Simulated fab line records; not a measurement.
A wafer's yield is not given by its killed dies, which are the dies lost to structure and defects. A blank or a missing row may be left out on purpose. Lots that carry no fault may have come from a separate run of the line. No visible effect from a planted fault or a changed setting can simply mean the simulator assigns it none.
Which tool was responsible? + flow n5Finfet + 10 lots, 30 wafers sampled, at 1 step of a route of 1938

WHAT EACH GAUGE READ, for each wafer
N5_BEOL_M9_OVL_MEAS_12.
| lot  | measured     | on         | M9_OVL (nm)    |
|------|--------------|------------|----------------|
| L438 | day 9 13:27  | overlay-02 | -0.7 0.3 -1.1  |
| L441 | day 11 02:05 | overlay-02 | 0.0 0.1 -0.3   |
| L445 | day 11 18:43 | overlay-02 | 0.8 1.3 1.3    |
| L447 | day 12 07:09 | overlay-02 | 0.3 -0.8 0.3   |
| L450 | day 13 02:13 | overlay-02 | 0.9 0.6 0.9    |
| L449 | day 13 11:08 | overlay-01 | -0.3 0.0 0.8   |
| L454 | day 13 17:58 | overlay-02 | 1.0 0.8 -0.2   |
| L453 | day 13 21:19 | overlay-02 | -1.5 -1.6 -1.2 |
| L455 | day 14 19:08 | overlay-01 | -0.8 0.6 -0.1  |
| L459 | day 15 08:29 | overlay-02 | 2.2 1.9 2.4    |

WHICH TOOL RAN EACH LOT (tool, then ch and the chambers of the sampled wafers, then the start)
Before these readings, the record contains no process step.

WHAT THE TOOLS THEMSELVES READ (means of the sampled wafers that have a number; where no wafer has one, the mark that the record gives instead)
The record holds no such reading with a usual standard deviation.

THE ANSWER, worked out from the rows above alone
Rule: the lots themselves supply what counts as usual. The widest of any qualifying gaps counts: lots, ordered by their means at a reading, are off when they make up no more than a third of the lots, leave a main group of 4 or more, and stand apart from it by 3 or more times the standard deviation of that group's means. Not used: any main group whose means are identical at the precision the tables above print for the reading. Also off: a lot with no number at a reading for which 4 or more lots have one. The other lots that the step has rows for count as sound. After the gauges, taken in route order, come the tools' own readings; for these a lot's mean is taken, as printed above. At the first step where some lot is off, the reading lying furthest off is the one used; lots without a number count as furthest.
Nothing can be told from this: no lot is off at any reading shown.

WHAT WAS PUT IN BY THE SIMULATOR
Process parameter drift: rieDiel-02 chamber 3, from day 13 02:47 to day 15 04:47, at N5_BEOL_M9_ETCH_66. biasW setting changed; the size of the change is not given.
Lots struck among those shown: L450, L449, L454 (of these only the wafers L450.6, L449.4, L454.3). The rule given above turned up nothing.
